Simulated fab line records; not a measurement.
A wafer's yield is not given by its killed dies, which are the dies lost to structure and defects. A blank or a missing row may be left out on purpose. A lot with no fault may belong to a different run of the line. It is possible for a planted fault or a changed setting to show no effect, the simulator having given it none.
What tool caused it? || flow n5_finfet || 12 lots with 36 wafers sampled at 3 steps, on a route of 1938 steps

## WHAT EACH GAUGE READ, for each wafer
N5_BEOL_M8_INSPECT_58: inspects for defects (darkfield).
{"lot": "L077", "measured": "day 10 11:42", "on": "defect_inspect-01", "raw_defect_count": "59 84 110"}
{"lot": "L079", "measured": "day 10 21:14", "on": "defect_inspect-02", "raw_defect_count": "50 75 32"}
{"lot": "L076", "measured": "day 10 21:57", "on": "defect_inspect-02", "raw_defect_count": "40 26 113"}
{"lot": "L081", "measured": "day 12 08:14", "on": "defect_inspect-02", "raw_defect_count": "86 112 53"}
{"lot": "L080", "measured": "day 12 13:14", "on": "defect_inspect-01", "raw_defect_count": "72 102 96"}
{"lot": "L085", "measured": "day 12 19:23", "on": "defect_inspect-02", "raw_defect_count": "128 67 71"}
{"lot": "L090", "measured": "day 13 19:19", "on": "defect_inspect-01", "raw_defect_count": "63 58 86"}
{"lot": "L088", "measured": "day 14 12:10", "on": "defect_inspect-01", "raw_defect_count": "65 77 82"}
{"lot": "L091", "measured": "day 14 19:11", "on": "defect_inspect-02", "raw_defect_count": "71 46 99"}
{"lot": "L094", "measured": "day 16 07:34", "on": "defect_inspect-02", "raw_defect_count": "50 50 43"}
{"lot": "L093", "measured": "day 16 14:47", "on": "defect_inspect-02", "raw_defect_count": "49 58 79"}
{"lot": "L095", "measured": "day 17 00:29", "on": "defect_inspect-02", "raw_defect_count": "48 65 88"}

## EACH LOT AND THE TOOL THAT RAN IT (in order: tool; ch and the chambers of the sampled wafers; start)
{"lot": "L077", "N5_BEOL_M8_ANNEAL_51": "rtp_anneal-02 ch 0, day 10 11:00", "N5_BEOL_M8_DEP_56": "pecvd-04 ch 0,2, day 10 11:37"}
{"lot": "L079", "N5_BEOL_M8_ANNEAL_51": "rtp_anneal-02 ch 0, day 10 20:30", "N5_BEOL_M8_DEP_56": "pecvd-04 ch 0,1,2, day 10 21:09"}
{"lot": "L076", "N5_BEOL_M8_ANNEAL_51": "rtp_anneal-01 ch 0, day 10 21:17", "N5_BEOL_M8_DEP_56": "pecvd-02 ch 0,1,2, day 10 21:51"}
{"lot": "L081", "N5_BEOL_M8_ANNEAL_51": "rtp_anneal-01 ch 0, day 12 07:37", "N5_BEOL_M8_DEP_56": "pecvd-04 ch 0,1,2, day 12 08:09"}
{"lot": "L080", "N5_BEOL_M8_ANNEAL_51": "rtp_anneal-01 ch 0, day 12 12:34", "N5_BEOL_M8_DEP_56": "pecvd-02 ch 0,1,2, day 12 13:08"}
{"lot": "L085", "N5_BEOL_M8_ANNEAL_51": "rtp_anneal-01 ch 0, day 12 18:36", "N5_BEOL_M8_DEP_56": "pecvd-03 ch 0,1, day 12 19:16"}
{"lot": "L090", "N5_BEOL_M8_ANNEAL_51": "rtp_anneal-01 ch 0, day 13 18:34", "N5_BEOL_M8_DEP_56": "pecvd-03 ch 0,1,2, day 13 19:13"}
{"lot": "L088", "N5_BEOL_M8_ANNEAL_51": "rtp_anneal-01 ch 0, day 14 11:23", "N5_BEOL_M8_DEP_56": "pecvd-04 ch 1,2, day 14 12:03"}
{"lot": "L091", "N5_BEOL_M8_ANNEAL_51": "rtp_anneal-02 ch 0, day 14 18:29", "N5_BEOL_M8_DEP_56": "pecvd-04 ch 0,2, day 14 19:06"}
{"lot": "L094", "N5_BEOL_M8_ANNEAL_51": "rtp_anneal-02 ch 0, day 16 06:52", "N5_BEOL_M8_DEP_56": "pecvd-02 ch 0,1, day 16 07:28"}
{"lot": "L093", "N5_BEOL_M8_ANNEAL_51": "rtp_anneal-02 ch 0, day 16 14:01", "N5_BEOL_M8_DEP_56": "pecvd-02 ch 1,2, day 16 14:41"}
{"lot": "L095", "N5_BEOL_M8_ANNEAL_51": "rtp_anneal-01 ch 0, day 16 23:48", "N5_BEOL_M8_DEP_56": "pecvd-04 ch 0,2, day 17 00:23"}
- N5_BEOL_M8_ANNEAL_51: time 90 s.
- N5_BEOL_M8_DEP_56: deposits SiCN from 3MS/NH3, target thk 10 nm, time 17.5 s.

## THE ANSWER, worked out from the rows above alone
Rule: the usual values come from the lots themselves. The widest of any qualifying gaps counts: lots, ordered by their means at a reading, are off when they make up no more than a third of the lots, leave a main group of 4 or more, and stand apart from it by 3 or more times the standard deviation of that group's means. A main group is skipped when, at the precision printed for the reading in the tables above, its means are all equal. A lot without any number at a reading at which 4 lots or more have one is off too. Where the step has rows for the other lots, those lots are counted as sound.
Across all readings shown, no lot is off: no conclusion can be drawn from this.

## WHAT THE SIMULATOR HAD INSERTED
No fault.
